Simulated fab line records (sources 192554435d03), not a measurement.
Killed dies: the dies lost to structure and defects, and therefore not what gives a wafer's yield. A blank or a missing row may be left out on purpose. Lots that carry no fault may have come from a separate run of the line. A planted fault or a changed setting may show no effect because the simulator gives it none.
Lot-split experiment || flow n5_finfet || route with 1938 steps; 7 lots, 39 wafers read

ABOUT THE SPLIT
At N5_DUMMY_GATE_ETCH_32 (etches SiO2 in CF4, target depth 3.5 nm, time 3.9 s), the setting time_s was moved away from the recipe's 3.9 s on 6 of the 39 wafers read, by +7.6% to +14.2%. For the rest of the wafers, this setting stayed at what the recipe calls for.

Reading taken at the split's own step.

THE READING
etch.depth_nm (the simulator's own value, which no gauge read), in nm, at N5_DUMMY_GATE_ETCH_32 (etches SiO2 in CF4, target depth 3.5 nm, time 3.9 s). No usual value for it is given in the file. The 33 wafers here that ran the recipe average 3.475 nm, standard deviation 0.07 nm.

{"wafer": "L075.3", "tool, chamber at the split": "rie_si-03, 2", "time_s as run, s": 3.9, "against the recipe": "recipe", "etch.depth_nm, nm": 3.42, "against lot-mates on the recipe": "-"}
{"wafer": "L075.4", "tool, chamber at the split": "rie_si-03, 0", "time_s as run, s": 3.9, "against the recipe": "recipe", "etch.depth_nm, nm": 3.445, "against lot-mates on the recipe": "-"}
{"wafer": "L075.5", "tool, chamber at the split": "rie_si-03, 3", "time_s as run, s": 3.9, "against the recipe": "recipe", "etch.depth_nm, nm": 3.524, "against lot-mates on the recipe": "-"}
{"wafer": "L076.1", "tool, chamber at the split": "rie_si-04, 3", "time_s as run, s": 3.9, "against the recipe": "recipe", "etch.depth_nm, nm": 3.543, "against lot-mates on the recipe": "-"}
{"wafer": "L076.2", "tool, chamber at the split": "rie_si-04, 0", "time_s as run, s": 3.9, "against the recipe": "recipe", "etch.depth_nm, nm": 3.352, "against lot-mates on the recipe": "-"}
{"wafer": "L076.3", "tool, chamber at the split": "rie_si-04, 2", "time_s as run, s": 3.9, "against the recipe": "recipe", "etch.depth_nm, nm": 3.53, "against lot-mates on the recipe": "-"}
{"wafer": "L076.4", "tool, chamber at the split": "rie_si-04, 0", "time_s as run, s": 3.9, "against the recipe": "recipe", "etch.depth_nm, nm": 3.36, "against lot-mates on the recipe": "-"}
{"wafer": "L076.5", "tool, chamber at the split": "rie_si-04, 3", "time_s as run, s": 3.9, "against the recipe": "recipe", "etch.depth_nm, nm": 3.537, "against lot-mates on the recipe": "-"}
{"wafer": "L076.6", "tool, chamber at the split": "rie_si-04, 2", "time_s as run, s": 3.9, "against the recipe": "recipe", "etch.depth_nm, nm": 3.545, "against lot-mates on the recipe": "-"}
{"wafer": "L082.1", "tool, chamber at the split": "rie_si-02, 3", "time_s as run, s": 3.9, "against the recipe": "recipe", "etch.depth_nm, nm": 3.37, "against lot-mates on the recipe": "-"}
{"wafer": "L082.2", "tool, chamber at the split": "rie_si-02, 2", "time_s as run, s": 4.452, "against the recipe": "+14.2%", "etch.depth_nm, nm": 4.034, "against lot-mates on the recipe": "+0.595"}
{"wafer": "L082.3", "tool, chamber at the split": "rie_si-02, 1", "time_s as run, s": 3.9, "against the recipe": "recipe", "etch.depth_nm, nm": 3.43, "against lot-mates on the recipe": "-"}
{"wafer": "L082.4", "tool, chamber at the split": "rie_si-02, 0", "time_s as run, s": 3.9, "against the recipe": "recipe", "etch.depth_nm, nm": 3.518, "against lot-mates on the recipe": "-"}
{"wafer": "L082.5", "tool, chamber at the split": "rie_si-02, 2", "time_s as run, s": 4.452, "against the recipe": "+14.2%", "etch.depth_nm, nm": 4.041, "against lot-mates on the recipe": "+0.602"}
{"wafer": "L082.6", "tool, chamber at the split": "rie_si-02, 1", "time_s as run, s": 4.452, "against the recipe": "+14.2%", "etch.depth_nm, nm": 3.923, "against lot-mates on the recipe": "+0.484"}
{"wafer": "L083.1", "tool, chamber at the split": "rie_si-02, 0", "time_s as run, s": 3.9, "against the recipe": "recipe", "etch.depth_nm, nm": 3.511, "against lot-mates on the recipe": "-"}
{"wafer": "L083.2", "tool, chamber at the split": "rie_si-02, 3", "time_s as run, s": 3.9, "against the recipe": "recipe", "etch.depth_nm, nm": 3.359, "against lot-mates on the recipe": "-"}
{"wafer": "L083.3", "tool, chamber at the split": "rie_si-02, 2", "time_s as run, s": 3.9, "against the recipe": "recipe", "etch.depth_nm, nm": 3.561, "against lot-mates on the recipe": "-"}
{"wafer": "L083.4", "tool, chamber at the split": "rie_si-02, 1", "time_s as run, s": 3.9, "against the recipe": "recipe", "etch.depth_nm, nm": 3.425, "against lot-mates on the recipe": "-"}
{"wafer": "L083.5", "tool, chamber at the split": "rie_si-02, 0", "time_s as run, s": 3.9, "against the recipe": "recipe", "etch.depth_nm, nm": 3.505, "against lot-mates on the recipe": "-"}
{"wafer": "L083.6", "tool, chamber at the split": "rie_si-02, 1", "time_s as run, s": 3.9, "against the recipe": "recipe", "etch.depth_nm, nm": 3.437, "against lot-mates on the recipe": "-"}
{"wafer": "L084.1", "tool, chamber at the split": "rie_si-04, 2", "time_s as run, s": 3.9, "against the recipe": "recipe", "etch.depth_nm, nm": 3.575, "against lot-mates on the recipe": "-"}
{"wafer": "L084.2", "tool, chamber at the split": "rie_si-04, 3", "time_s as run, s": 3.9, "against the recipe": "recipe", "etch.depth_nm, nm": 3.577, "against lot-mates on the recipe": "-"}
{"wafer": "L084.3", "tool, chamber at the split": "rie_si-04, 1", "time_s as run, s": 3.9, "against the recipe": "recipe", "etch.depth_nm, nm": 3.533, "against lot-mates on the recipe": "-"}
{"wafer": "L084.4", "tool, chamber at the split": "rie_si-04, 0", "time_s as run, s": 3.9, "against the recipe": "recipe", "etch.depth_nm, nm": 3.454, "against lot-mates on the recipe": "-"}
{"wafer": "L084.5", "tool, chamber at the split": "rie_si-04, 2", "time_s as run, s": 3.9, "against the recipe": "recipe", "etch.depth_nm, nm": 3.538, "against lot-mates on the recipe": "-"}
{"wafer": "L084.6", "tool, chamber at the split": "rie_si-04, 3", "time_s as run, s": 3.9, "against the recipe": "recipe", "etch.depth_nm, nm": 3.521, "against lot-mates on the recipe": "-"}
{"wafer": "L090.1", "tool, chamber at the split": "rie_si-03, 0", "time_s as run, s": 3.9, "against the recipe": "recipe", "etch.depth_nm, nm": 3.447, "against lot-mates on the recipe": "-"}
{"wafer": "L090.2", "tool, chamber at the split": "rie_si-03, 3", "time_s as run, s": 4.196, "against the recipe": "+7.6%", "etch.depth_nm, nm": 3.869, "against lot-mates on the recipe": "+0.429"}
{"wafer": "L090.3", "tool, chamber at the split": "rie_si-03, 2", "time_s as run, s": 3.9, "against the recipe": "recipe", "etch.depth_nm, nm": 3.421, "against lot-mates on the recipe": "-"}
{"wafer": "L090.4", "tool, chamber at the split": "rie_si-03, 1", "time_s as run, s": 4.196, "against the recipe": "+7.6%", "etch.depth_nm, nm": 3.837, "against lot-mates on the recipe": "+0.397"}
{"wafer": "L090.5", "tool, chamber at the split": "rie_si-03, 0", "time_s as run, s": 3.9, "against the recipe": "recipe", "etch.depth_nm, nm": 3.452, "against lot-mates on the recipe": "-"}
{"wafer": "L090.6", "tool, chamber at the split": "rie_si-03, 1", "time_s as run, s": 4.196, "against the recipe": "+7.6%", "etch.depth_nm, nm": 3.816, "against lot-mates on the recipe": "+0.376"}
{"wafer": "L094.1", "tool, chamber at the split": "rie_si-02, 1", "time_s as run, s": 3.9, "against the recipe": "recipe", "etch.depth_nm, nm": 3.423, "against lot-mates on the recipe": "-"}
{"wafer": "L094.2", "tool, chamber at the split": "rie_si-02, 0", "time_s as run, s": 3.9, "against the recipe": "recipe", "etch.depth_nm, nm": 3.51, "against lot-mates on the recipe": "-"}
{"wafer": "L094.3", "tool, chamber at the split": "rie_si-02, 2", "time_s as run, s": 3.9, "against the recipe": "recipe", "etch.depth_nm, nm": 3.57, "against lot-mates on the recipe": "-"}
{"wafer": "L094.4", "tool, chamber at the split": "rie_si-02, 3", "time_s as run, s": 3.9, "against the recipe": "recipe", "etch.depth_nm, nm": 3.372, "against lot-mates on the recipe": "-"}
{"wafer": "L094.5", "tool, chamber at the split": "rie_si-02, 2", "time_s as run, s": 3.9, "against the recipe": "recipe", "etch.depth_nm, nm": 3.519, "against lot-mates on the recipe": "-"}
{"wafer": "L094.6", "tool, chamber at the split": "rie_si-02, 3", "time_s as run, s": 3.9, "against the recipe": "recipe", "etch.depth_nm, nm": 3.391, "against lot-mates on the recipe": "-"}

FIT RESULTS
A straight line over all 39 wafers: etch.depth_nm changes by +0.0393 nm for each +1% of time_s; r = +0.92; the points scatter about the line by 0.071 nm.
The same after taking each lot's own level away (the mean of its wafers on the recipe; 39 wafers): +0.0422 nm for each +1%; r = +0.94; scatter 0.067 nm.
Per that fit: largest time_s move, reading shift of 0.6 nm.
From 3.4393 to 3.5330 nm: that is the span of the lots' own levels, equal to 1.3 times the standard deviation above.
The two slopes agree, so the slope changes little with the lot-to-lot level.
Check: +0.603 nm against its lot-mates is what the line predicts for one of the wafers moved furthest among these (+14.2%) when that wafer is left out of the fit. It came out at +0.595 nm against them.

THE OTHER SPLITS THESE WAFERS WENT THROUGH
Note: prior to the reading, these wafers also went through further splits. Each is held against what the fit with the lots' levels taken away leaves over:
{"other split on the same wafers": "N5_FIN_SAQP_ALD_61 temp_c", "wafers away from the commonest value": 9, "r with etch.depth_nm (lot level and that fit taken away)": -0.06}
{"other split on the same wafers": "N5_DUMMY_GATE_EXPOSE_12 dose_mj", "wafers away from the commonest value": 12, "r with etch.depth_nm (lot level and that fit taken away)": "+0.24"}
{"other split on the same wafers": "N5_DUMMY_GATE_ETCH_37 source_w", "wafers away from the commonest value": 18, "r with etch.depth_nm (lot level and that fit taken away)": "+0.20"}
{"other split on the same wafers": "N5_DUMMY_GATE_ETCH_31 target_depth_a", "wafers away from the commonest value": 15, "r with etch.depth_nm (lot level and that fit taken away)": "+0.09"}

FILE'S OWN FIT
etch.depth_nm changes by +0.0425 nm for each +1% of time_s, r = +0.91.
